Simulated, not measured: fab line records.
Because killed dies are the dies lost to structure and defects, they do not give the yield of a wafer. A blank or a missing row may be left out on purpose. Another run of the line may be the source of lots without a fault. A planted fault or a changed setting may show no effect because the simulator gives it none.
Chamber matching -- flow nand harc -- pecvd-01 running NHARC_P_M2_PRE_CLEAN_32: 3 sister chambers
The step time 12 s. 3 wafers are shown with their chamber, then 10 later ones without.

WAFERS, EACH WITH ITS CHAMBER
wafer,chamber,heater power w (W)
L089.4,1,671
L089.5,2,576
L090.5,0,563

WAFERS MISSING THEIR CHAMBER
wafer,heater power w (W)
L090.6,659
L092.1,511
L092.2,642
L092.4,630
L094.3,551
L094.5,502
L094.6,584
L097.1,571
L097.4,498
L097.6,483

WHICH CHAMBER EACH ONE RAN IN
wafer,from the rows above,in truth
L090.6,can't be placed: 1 or 2 or 0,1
L092.1,can't be placed: 0 or 2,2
L092.2,can't be placed: 1 or 2 or 0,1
L092.4,can't be placed: 1 or 2 or 0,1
L094.3,can't be placed: 0 or 2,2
L094.5,can't be placed: 0 or 2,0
L094.6,can't be placed: 2 or 0 or 1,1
L097.1,can't be placed: 2 or 0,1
L097.4,can't be placed: 0 or 2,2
L097.6,can't be placed: 0 or 2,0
Correct placement for 0 of the 10. From these rows, 10 cannot be placed; in 9 the true chamber is one of the candidates. Wrongly placed: 0.
How it was worked out, from the rows above alone: a wafer's distance from a chamber is the root of the sum, over the readings, of the square of ((its reading less the chamber's mean) divided by the reading's scatter). If the next closest chamber is less than 2 further off than the closest, the wafer can't be placed; otherwise it belongs to the closest. The mean given for a chamber averages the wafers shown for that chamber. The scatter (one wafer shown for each chamber): square how far every hidden wafer sits from the nearest shown wafer, average those squares and take the square root.
